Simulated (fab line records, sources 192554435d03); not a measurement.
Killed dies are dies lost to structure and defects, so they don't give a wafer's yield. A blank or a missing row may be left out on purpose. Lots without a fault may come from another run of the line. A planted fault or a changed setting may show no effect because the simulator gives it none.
Chamber matching | flow n5_finfet | N5_FIN_CUT_CUT_ETCH_26 on rie_diel-03: 4 sister chambers
The step etches SiNx in CH3F/O2, target depth 39 nm, time 55.7 s. 4 wafers are shown with their chamber, then 9 later ones without.

WAFERS WITH THEIR CHAMBER
wafer  | chamber | showerhead_plenum_p_Torr (Torr)
L082.6 | 2       | 1.97
L087.1 | 1       | 1.99
L087.3 | 0       | 2.10
L087.4 | 3       | 1.99

WAFERS WITHOUT THEIR CHAMBER
wafer  | showerhead_plenum_p_Torr (Torr)
L091.1 | 2.10
L091.3 | 1.99
L091.6 | 1.96
L093.1 | 2.10
L093.4 | 1.96
L093.6 | 1.98
L097.1 | 2.10
L097.2 | 1.96
L097.4 | 1.98

WHICH CHAMBER EACH WENT THROUGH
wafer  | from the rows above          | in truth
L091.1 | 0                            | 0
L091.3 | can't be placed: 1 or 3      | 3
L091.6 | 2                            | 2
L093.1 | 0                            | 0
L093.4 | 2                            | 2
L093.6 | can't be placed: 1 or 2 or 3 | 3
L097.1 | 0                            | 0
L097.2 | 2                            | 2
L097.4 | can't be placed: 1 or 2 or 3 | 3
Placed correctly: 6 of 9. Can't be placed from these rows: 3 (the true chamber is among the candidates in 3). Placed wrongly: 0.
How it was worked out, from the rows above alone: a wafer's distance from a chamber is the root of the sum, over the readings, of the square of ((its reading less the chamber's mean) divided by the reading's scatter). The wafer belongs to the nearest chamber; if the next one is less than 2 further off, it can't be placed. A chamber's mean is the mean of its shown wafers. The scatter: with one shown wafer a chamber, the root of the mean of the squares of how far each hidden wafer lies from its nearest shown one.
